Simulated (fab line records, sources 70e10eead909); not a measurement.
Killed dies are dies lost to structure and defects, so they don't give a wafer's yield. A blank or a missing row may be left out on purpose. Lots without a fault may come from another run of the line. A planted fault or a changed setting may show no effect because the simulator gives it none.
fab line records | flow nand_harc
record lots=6 wafers=18 last_day=24
route steps=1159 shown THIN_TSV@1118 END@1159
lots that met no fault: from a run of the same line without faults
start_h: hours from the record's first day to the start of the lot's first wafer shown | wait_h: hours since the lot's step before | " the same as in the row above | L1.1+2: a row that stands for several wafers | - no value, or no start given | * or withheld: withheld | < > ~ a bound
route shown NAME@n: a module of which the file shows steps, and the number in the route of the first | usual: mean/standard deviation of fault-free wafers | same: alike in all rows | chamber/n: place in a boat | sites: the reading at each site | _std_site: their standard deviation | _edge_site: outer sites' mean less inner sites' | radius_mm: how far each site lies from the wafer's centre | mask NAME#n: copy n | behind: the tool/chamber that last shaped the wafer | hold: why the lot was held/for how many hours/how that ended | device: the transistor (n, p or np) that didn't switch | end of line: the same wafers' tests at the end of the route | a step without rows: its recipe alone | killed: dies lost to structure and defects at the first sort, not the wafer's yield | map: a wafer's dies, x killed, . not, _ none there
set.NAME: the setting as run; set.NAME@STEP: as run at that earlier step | model.NAME: the simulator's own value behind a step, which no gauge read
lots at some steps of the route; a table a step, a row a wafer
services: from which hour (start_h, from the record's first day; less than 0 if before it) a tool's chamber was out of use, for how many hours, and why
## steps
# step NHARC_THIN_TSV_DESCUM_14
# recipe time_s=3 o2_flow_sccm=200 ar_flow_sccm=0 bias_power_w=0 chemistry=O2
# step NHARC_THIN_TSV_ETCH_44
# recipe target_depth_a=15942 time_s=797.1 cf4_flow_sccm=150 o2_flow_sccm=10 ar_flow_sccm=0 rf_w=300 bias_w=800 chemistry=CF4/O2
# usual chamber_pressure_mTorr=30.002/0.028 drypump_motor_current_A=5.6/0.53 o2_flow_sccm=10.00/0.031 oes_product_au=0.997/0.0098 rf_vpp_V=793/4.3 showerhead_plenum_p_Torr=1.80/0.067 throttle_valve_pct=16.914/0.0086
# columns lot.wafer tool chamber start_h wait_h chamber_pressure_mTorr drypump_motor_current_A o2_flow_sccm oes_product_au rf_hours_counter_h rf_vpp_V showerhead_plenum_p_Torr throttle_valve_pct
L992.4 rie_diel-01 0 428.82 0.1 30.010 4.9 10.03 0.995 8 795 1.84 16.914
L992.1 " 3 " " 30.016 5.3 10.02 1.004 7 787 1.72 16.922
L992.5 " 1 " " 29.973 4.8 10.02 1.008 - 793 1.82 16.931
L996.3 rie_diel-01 3 450.02 0.1 29.989 5.3 10.00 0.986 8 787 1.72 16.895
L996.4 " 0 " " 30.022 4.9 10.02 1.003 9 795 1.84 16.918
L996.1 " 1 " " 30.000 4.8 10.02 0.979 10 794 1.82 16.907
L997.3 rie_diel-03 2 460.87 0.2 30.027 6.3 9.97 0.994 8 797 1.87 16.919
L997.1 " 3 " " 30.037 5.7 10.01 1.011 8 799 1.91 16.890
L997.5 " 0 " " 29.981 5.5 10.08 0.997 - 789 1.71 16.909
L109.2 rie_diel-03 0 532.91 0.1 30.021 5.5 9.99 0.985 12 786 1.71 16.913
L109.4 " 1 " " 30.004 5.4 10.06 1.001 15 790 1.76 16.914
L109.6 " 0 " " 30.044 5.5 10.00 1.000 - 787 1.71 16.910
L108.4 rie_diel-01 3 534.07 0.1 30.022 5.2 9.98 1.003 2 788 1.72 16.902
L108.2 " 0 " " 29.946 5.0 9.99 1.008 2 796 1.84 16.913
L108.1 " 1 " " 29.998 4.8 9.92 0.995 1 795 1.82 16.917
L113.3 rie_diel-03 2 555.27 0.1 30.001 6.3 9.99 0.999 19 798 1.86 16.932
L113.4 " 0 " " 30.008 5.5 9.98 0.993 14 787 1.71 16.904
L113.5 " 3 " " 30.035 5.7 10.03 1.008 - 799 1.91 16.908
# step NHARC_THIN_TSV_ETCH_15
# recipe target_depth_a=30000 bosch_target_overetch_cycles=2 bosch_etch_step_s=2.8 bosch_dep_step_s=1.2 bosch_cycles=14
# step NHARC_THIN_TSV_CD_MEAS_16
# usual cd_nm=999.6/2
# columns lot.wafer tool chamber start_h wait_h cd_nm
L992.1 cd_sem-03 - 429.53 0.1 999.5
L992.4 " - " " 1000.4
L992.5 " - " " 998.8
L996.1 cd_sem-01 - 450.73 0.1 1000.3
L996.3 " - " " 997.0
L996.4 " - " " 998.5
L997.1 cd_sem-02 - 461.48 0.1 1000.6
L997.3 " - " " 1001.1
L997.5 " - " " 1000.0
L109.2 cd_sem-01 - 533.57 0.1 993.7
L109.4 " - " " 999.6
L109.6 " - " " 997.3
L108.1 cd_sem-03 - 534.79 0.1 1001.0
L108.2 " - " " 1000.5
L108.4 " - " " 1002.6
L113.3 cd_sem-02 - 555.99 0.1 1005.7
L113.4 " - " " 999.2
L113.5 " - " " 999.8
# step NHARC_THIN_TSV_STRIP_45
# recipe power_w=1500 temp_c=250 chemistry=O2
# step NHARC_THIN_TSV_STRIP_46
# recipe time_s=1200 temp_c=72.5 chemistry=post_etch_residue_remover
# step NHARC_THIN_TSV_DEP_47
# recipe target_thk_a=2000 temp_c=withheld pressure_torr=6.5 rf_w=900 teos_flow_sccm=161.4 flow_sccm=2650 target_thk_nm=200 gas=O2 material=SiO2
# usual chamber_pressure_Torr=6.500/0.014 throttle_valve_pct=16.0/0.61
# columns lot.wafer tool chamber start_h wait_h chamber_pressure_Torr throttle_valve_pct
L992.1 pecvd-02 1 430.42 - 6.493 15.5
L992.4 " 1 " " 6.499 15.5
L992.5 " 2 " " 6.511 15.3
L996.1 pecvd-04 2 451.62 - 6.515 15.6
L996.3 " 0 " " 6.474 16.5
L996.4 " 2 " " 6.504 15.4
L997.1 pecvd-02 0 462.40 - 6.495 16.8
L997.3 " 1 " " 6.515 15.5
L997.5 " 1 " " 6.501 15.4
L109.2 pecvd-04 0 534.61 - 6.471 16.5
L109.6 " 2 " " 6.509 15.6
L109.4 " 0 " " 6.498 16.7
L108.1 pecvd-02 0 535.70 - 6.495 16.6
L108.2 " 1 " " 6.527 15.5
L108.4 " 2 " " 6.502 15.3
L113.3 pecvd-04 0 556.86 - 6.498 16.9
L113.4 " 0 " " 6.512 16.8
L113.5 " 1 " " 6.509 16.9
# step NHARC_THIN_TSV_ETCHBACK_48
# recipe target_depth_a=10285 over_etch_frac=0.3 time_s=405.17 ion_energy_ev=250 c4f8_flow_sccm=withheld ar_flow_sccm=withheld rf_w=600 bias_w=300 chemistry=C4F8/Ar
# usual chamber_pressure_mTorr=25.000/0.023 oes_product_au=0.943/0.029 rf_vpp_V=545/3
# columns lot.wafer tool chamber start_h wait_h chamber_pressure_mTorr oes_product_au rf_hours_counter_h rf_vpp_V
L992.1 rie_diel-07 1 430.81 - 24.984 0.982 1 541
L992.4 " 2 " " 25.006 0.995 1 545
L992.5 " 2 " " 24.987 1.005 - 545
L996.4 rie_diel-03 3 452.02 - 25.028 0.954 7 549
L996.3 " 1 " " 25.014 0.936 7 544
L996.1 " 2 " " 25.002 0.926 7 548
L997.3 rie_diel-01 3 462.80 - 24.996 0.922 9 542
L997.1 " 1 " " 25.034 0.989 10 546
L997.5 " 2 " " 25.005 0.929 - 547
L109.4 rie_diel-03 1 534.92 - 25.052 0.934 16 544
L109.2 " 2 " " 24.940 0.917 16 549
L109.6 " 2 " " 24.975 0.924 - 549
L108.2 rie_diel-07 3 536.06 - 25.010 0.932 7 543
L108.1 " 1 " " 25.004 0.907 7 541
L108.4 " 2 " " 25.005 0.940 8 544
L113.3 rie_diel-07 2 557.26 - 25.013 0.935 9 545
L113.4 " 1 " " 24.974 0.904 9 540
L113.5 " 2 " " 24.952 0.937 - 545
# step NHARC_THIN_TSV_STRIP_62
# recipe power_w=1500 temp_c=250 time_s=20 chemistry=N2/H2
# step NHARC_THIN_TSV_DEGAS_49
# recipe temp_c=300 time_s=120
# usual heater_power_w=485/49
# columns lot.wafer tool chamber start_h wait_h heater_power_w
L992.4 pvd_sputter-02 - 431.34 0.1 458
L992.1 " - " " 437
L992.5 " - " " 560
L996.3 pvd_sputter-01 - 452.56 0.1 507
L996.1 " - " " 421
L996.4 " - " " 548
L997.3 pvd_sputter-02 - 463.31 0.1 488
L997.1 " - " " 461
L997.5 " - " " 583
L109.2 pvd_sputter-02 - 535.47 0.2 468
L109.4 " - " " 460
L109.6 " - " " 562
L108.2 pvd_sputter-03 - 536.59 0.1 536
L108.4 " - " " 531
L108.1 " - " " 440
L113.3 pvd_sputter-02 - 557.82 0.1 568
L113.4 " - " " 467
L113.5 " - " " 439
# step NHARC_THIN_TSV_PRE_CLEAN_50
# recipe time_s=30 temp_c=280 gas=H2/He
# step NHARC_THIN_TSV_PVD_19
# recipe target_thk_a=200 chamber_pressure_pa=5 material=TaN
# usual chamber_pressure_pa=4.998/0.011 throttle_valve_pct=30.0/0.71
# columns lot.wafer tool chamber start_h wait_h chamber_pressure_pa throttle_valve_pct
L992.4 pvd_sputter-02 - - - 4.990 29.3
L992.1 " - " " 4.987 29.5
L992.5 " - " " 5.001 30.1
L996.1 pvd_sputter-01 - - - 5.011 29.4
L996.4 " - " " 4.994 30.5
L996.3 " - " " 4.995 29.1
L997.3 pvd_sputter-02 - - - 4.986 29.0
L997.1 " - " " 4.994 30.4
L997.5 " - " " 5.002 29.9
L109.4 pvd_sputter-02 - - - 5.006 30.8
L109.2 " - " " 4.980 29.0
L109.6 " - " " 5.006 31.0
L108.1 pvd_sputter-03 - - - 4.983 29.5
L108.2 " - " " 4.996 29.6
L108.4 " - " " 5.001 29.8
L113.4 pvd_sputter-02 - - - 4.992 30.3
L113.3 " - " " 5.017 30.8
L113.5 " - " " 4.995 30.4
# step NHARC_THIN_TSV_PVD_51
# recipe target_thk_a=1000 chamber_pressure_pa=5 material=Cu
# usual chamber_pressure_pa=4.999/0.01 throttle_valve_pct=30.0/0.68
# columns lot.wafer tool chamber start_h wait_h chamber_pressure_pa throttle_valve_pct
L992.1 pvd_sputter-02 - 431.62 - 5.013 29.5
L992.4 " - " " 5.001 30.4
L992.5 " - " " 5.005 30.9
L996.4 pvd_sputter-01 - 454.06 - 5.001 29.1
L996.3 " - " " 4.987 31.9
L996.1 " - " " 4.998 29.4
L997.1 pvd_sputter-02 - 463.60 - 5.012 30.4
L997.3 " - " " 5.011 29.0
L997.5 " - " " 4.999 30.1
L109.4 pvd_sputter-02 - 535.74 - - -
L109.2 " - " " - -
L109.6 " - " " - -
L108.1 pvd_sputter-03 - 536.86 - - -
L108.2 " - " " - -
L108.4 " - " " - -
L113.4 pvd_sputter-02 - 558.11 - 4.999 29.1
L113.3 " - " " 5.004 30.3
L113.5 " - " " 4.999 30.8
# step NHARC_THIN_TSV_ECD_20
# recipe target_thk_a=20000 material=Cu
# step NHARC_END_SORT_01
# recipe temp_c=25
# usual defect_limited_yield=95.3/1.7 killed_at_array=28/11 killed_at_other=0.7/1.1 killed_at_periphery=2.9/2 killed_dies=32/11 killed_open=3.2/1.8 killed_short=2.0/1.4 sort_bin_2_pct=1.5/0.67 sort_bin_3_pct=0.28/0.24 sort_bin_4_pct=2.9/1.1 sort_n_pass=645/11 sort_rim_yield_pct=95.7/2.6 sort_yield_pct=95.3/1.7
# same gross_dies=677 sort_bin_5_pct[%]=0 sort_bin_6_pct[%]=0 sort_bin_7_pct[%]=0 sort_bin_8_pct[%]=0 sort_rim_n_gross=106.00
# columns lot.wafer tool chamber start_h wait_h defect_limited_yield[%] killed_at_array killed_at_other killed_at_periphery killed_dies killed_open killed_short sort_bin_2_pct[%] sort_bin_3_pct[%] sort_bin_4_pct[%] sort_n_pass sort_rim_yield_pct[%] sort_yield_pct[%]
L996.1 prober-02 0 466.70 2.5 95.6 23 0 7 30 2 2 1.3 0.15 3.0 647 100.0 95.6
L996.3 prober-02 0 468.32 3.1 96.3 23 0 2 25 2 2 1.3 0.30 2.1 652 99.1 96.3
L996.4 prober-02 0 469.13 3.4 96.3 23 0 2 25 4 1 1.6 0 2.1 652 98.1 96.3
L108.1 prober-02 0 547.94 2.5 0 44 630 3 677 4 2 94.7 0.30 5.0 0 0 0
L108.2 prober-02 0 548.74 2.8 0 45 632 0 677 1 0 96.2 0.74 3.1 0 0 0
L108.4 prober-02 0 550.34 3.4 0 46 630 1 677 1 1 95.7 1.03 3.2 0 0 0
L109.2 prober-01 0 548.69 2.8 0 19 655 3 677 3 1 97.6 0.15 2.2 0 0 0
L109.4 prober-01 0 550.29 3.4 0 15 661 1 677 2 1 98.4 0 1.6 0 0 0
L109.6 prober-01 0 551.89 4.0 0 14 661 2 677 0 0 98.2 0.15 1.6 0 0 0
# killed by level:class
L996.1 A_CHANNEL_HOLE_D1:chamber_film_flake=16 P_M0:chamber_film_flake=3 A_CONTACT:geometric_particle:open=2 P_ZERO_WELL:chamber_film_flake=2 A_ZERO_WELL:chamber_film_flake=2 P_CONTACT:geometric_particle:short=1 A_SOURCE_PLATE:geometric_particle:short=1 P_STI:chamber_film_flake=1
L996.3 A_CHANNEL_HOLE_D1:chamber_film_flake=9 A_CONTACT:chamber_film_flake=5 A_STAIRCASE:chamber_film_flake=4 A_ZERO_WELL:chamber_film_flake=2 P_GATE:geometric_particle:open=1 A_CHANNEL_HOLE_D1:geometric_particle:open=1 A_WL_FILL:geometric_particle:short=1 A_M1:geometric_particle:short=1
L996.4 A_CHANNEL_HOLE_D1:chamber_film_flake=13 A_CONTACT:geometric_particle:open=2 A_ZERO_WELL:chamber_film_flake=2 A_CONTACT:chamber_film_flake=2 P_M0:geometric_particle:open=1 A_ONON_D1:geometric_particle:short=1 A_M0:geometric_particle:open=1 P_CONTACT:chamber_film_flake=1
L108.1 THIN_TSV:area_pvd=630 A_CHANNEL_HOLE_D1:chamber_film_flake=23 A_SLIT:chamber_film_flake=12 A_STAIRCASE:chamber_film_flake=4 P_M0:geometric_particle:open=2 A_CONTACT:geometric_particle:open=2 A_CONTACT:chamber_film_flake=2 P_STI:geometric_particle:short=1
L109.2 THIN_TSV:area_pvd=654 A_CHANNEL_HOLE_D1:chamber_film_flake=7 A_CONTACT:chamber_film_flake=3 A_M0:geometric_particle:open=2 A_WL_FILL:chamber_film_flake=2 A_M0:chamber_film_flake=2 P_CONTACT:geometric_particle:short=1 A_CHANNEL_FILL_D1:geometric_particle:open=1
L108.2 THIN_TSV:area_pvd=632 A_CHANNEL_HOLE_D1:chamber_film_flake=17 A_SLIT:chamber_film_flake=16 A_CONTACT:chamber_film_flake=10 A_CHANNEL_FILL_D1:geometric_particle:open=1 A_STAIRCASE:chamber_film_flake=1
L109.4 THIN_TSV:area_pvd=660 A_STAIRCASE:chamber_film_flake=6 A_CHANNEL_HOLE_D1:chamber_film_flake=3 A_CONTACT:chamber_film_flake=2 P_M1:geometric_particle:short=1 A_STAIRCASE:geometric_particle:open=1 A_SGD_CUT:geometric_particle:open=1 A_WL_FILL:chamber_film_flake=1
L108.4 THIN_TSV:area_pvd=630 A_CHANNEL_HOLE_D1:chamber_film_flake=23 A_SLIT:chamber_film_flake=12 A_CONTACT:chamber_film_flake=8 A_STAIRCASE:chamber_film_flake=2 P_CONTACT:geometric_particle:open=1 A_ONON_D1:geometric_particle:short=1
L109.6 THIN_TSV:area_pvd=660 A_CHANNEL_HOLE_D1:chamber_film_flake=6 A_CONTACT:chamber_film_flake=3 P_GATE:chamber_film_flake=2 A_STAIRCASE:chamber_film_flake=2 A_WL_FILL:chamber_film_flake=2 A_M0:chamber_film_flake=1 THIN_TSV:chamber_film_flake=1
# map L108.1 (x killed, . not)
____________x____________
_________xxxxxxx_________
_______xxxxxxxxxxx_______
______xxxxxxxxxxxxx______
_____xxxxxxxxxxxxxxx_____
____xxxxxxxxxxxxxxxxx____
____xxxxxxxxxxxxxxxxx____
___xxxxxxxxxxxxxxxxxxx___
___xxxxxxxxxxxxxxxxxxx___
__xxxxxxxxxxxxxxxxxxxxx__
__xxxxxxxxxxxxxxxxxxxxx__
_xxxxxxxxxxxxxxxxxxxxxxx_
_xxxxxxxxxxxxxxxxxxxxxxx_
_xxxxxxxxxxxxxxxxxxxxxxx_
_xxxxxxxxxxxxxxxxxxxxxxx_
_xxxxxxxxxxxxxxxxxxxxxxx_
xxxxxxxxxxxxxxxxxxxxxxxxx
xxxxxxxxxxxxxxxxxxxxxxxxx
xxxxxxxxxxxxxxxxxxxxxxxxx
xxxxxxxxxxxxxxxxxxxxxxxxx
xxxxxxxxxxxxxxxxxxxxxxxxx
_xxxxxxxxxxxxxxxxxxxxxxx_
_xxxxxxxxxxxxxxxxxxxxxxx_
_xxxxxxxxxxxxxxxxxxxxxxx_
_xxxxxxxxxxxxxxxxxxxxxxx_
_xxxxxxxxxxxxxxxxxxxxxxx_
__xxxxxxxxxxxxxxxxxxxxx__
__xxxxxxxxxxxxxxxxxxxxx__
___xxxxxxxxxxxxxxxxxxx___
___xxxxxxxxxxxxxxxxxxx___
____xxxxxxxxxxxxxxxxx____
____xxxxxxxxxxxxxxxxx____
_____xxxxxxxxxxxxxxx_____
______xxxxxxxxxxxxx______
_______xxxxxxxxxxx_______
_________xxxxxxx_________
____________x____________
# map L109.2 (x killed, . not)
____________x____________
_________xxxxxxx_________
_______xxxxxxxxxxx_______
______xxxxxxxxxxxxx______
_____xxxxxxxxxxxxxxx_____
____xxxxxxxxxxxxxxxxx____
____xxxxxxxxxxxxxxxxx____
___xxxxxxxxxxxxxxxxxxx___
___xxxxxxxxxxxxxxxxxxx___
__xxxxxxxxxxxxxxxxxxxxx__
__xxxxxxxxxxxxxxxxxxxxx__
_xxxxxxxxxxxxxxxxxxxxxxx_
_xxxxxxxxxxxxxxxxxxxxxxx_
_xxxxxxxxxxxxxxxxxxxxxxx_
_xxxxxxxxxxxxxxxxxxxxxxx_
_xxxxxxxxxxxxxxxxxxxxxxx_
xxxxxxxxxxxxxxxxxxxxxxxxx
xxxxxxxxxxxxxxxxxxxxxxxxx
xxxxxxxxxxxxxxxxxxxxxxxxx
xxxxxxxxxxxxxxxxxxxxxxxxx
xxxxxxxxxxxxxxxxxxxxxxxxx
_xxxxxxxxxxxxxxxxxxxxxxx_
_xxxxxxxxxxxxxxxxxxxxxxx_
_xxxxxxxxxxxxxxxxxxxxxxx_
_xxxxxxxxxxxxxxxxxxxxxxx_
_xxxxxxxxxxxxxxxxxxxxxxx_
__xxxxxxxxxxxxxxxxxxxxx__
__xxxxxxxxxxxxxxxxxxxxx__
___xxxxxxxxxxxxxxxxxxx___
___xxxxxxxxxxxxxxxxxxx___
____xxxxxxxxxxxxxxxxx____
____xxxxxxxxxxxxxxxxx____
_____xxxxxxxxxxxxxxx_____
______xxxxxxxxxxxxx______
_______xxxxxxxxxxx_______
_________xxxxxxx_________
____________x____________
## services
# columns tool chamber start_h hours kind
rie_diel-07 - 405.20 9.0 pm
rie_diel-03 0 417.05 9.7 repair
pvd_sputter-03 - 418.19 5.3 repair
rie_diel-03 1 425.80 - clean
rie_diel-03 2 425.80 - clean
rie_diel-03 3 425.80 - clean
rie_diel-03 - 428.97 0.8 repair
pvd_sputter-03 - 431.64 1.4 repair
rie_diel-01 1 433.01 8.9 repair
rie_diel-01 2 436.82 6.7 repair
rie_diel-03 1 442.17 2.5 repair
rie_diel-03 0 450.30 - clean
rie_diel-03 1 450.30 - clean
pvd_sputter-03 - 458.00 10.0 pm
rie_diel-03 3 472.58 4.9 repair
rie_diel-03 0 479.40 12.8 repair
pecvd-02 1 481.86 5.7 repair
rie_diel-01 - 491.83 9.0 pm
pvd_sputter-01 - 514.05 10.0 pm
pecvd-02 - 515.00 13.0 pm
rie_diel-07 2 544.36 5.8 repair
pecvd-02 2 546.55 1.9 repair
pvd_sputter-03 - 547.26 8.7 repair
pecvd-04 - 557.32 13.0 pm
## key
first_sign step=NHARC_THIN_TSV_PVD_51 reading=tool_record direction=missing
effect step=NHARC_END_SORT_01 reading=killed_at_other direction=up sigmas=99+ usual=0.7 struck=644.8
more_kills_born_at NHARC_THIN_TSV_PVD_51@pvd_sputter-02=1974 NHARC_THIN_TSV_PVD_51@pvd_sputter-03=1892
met_at NHARC_THIN_TSV_PVD_51
struck_wafers L108.1,L108.2,L108.4,L109.2,L109.4,L109.6
later_rows_left_out L108.1,L108.2,L108.4,L109.2,L109.4,L109.6
onset_between 463.60 535.74
fault kind=skipped_step_whole tool=pvd_sputter-02,pvd_sputter-03 chamber=- onset_h=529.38 steps=NHARC_THIN_TSV_PVD_51 scope=struck_lots_only
# later_rows_left_out: the simulator's readings of these wafers behind a module that went badly wrong aren't trusted and aren't shown, but for the sort
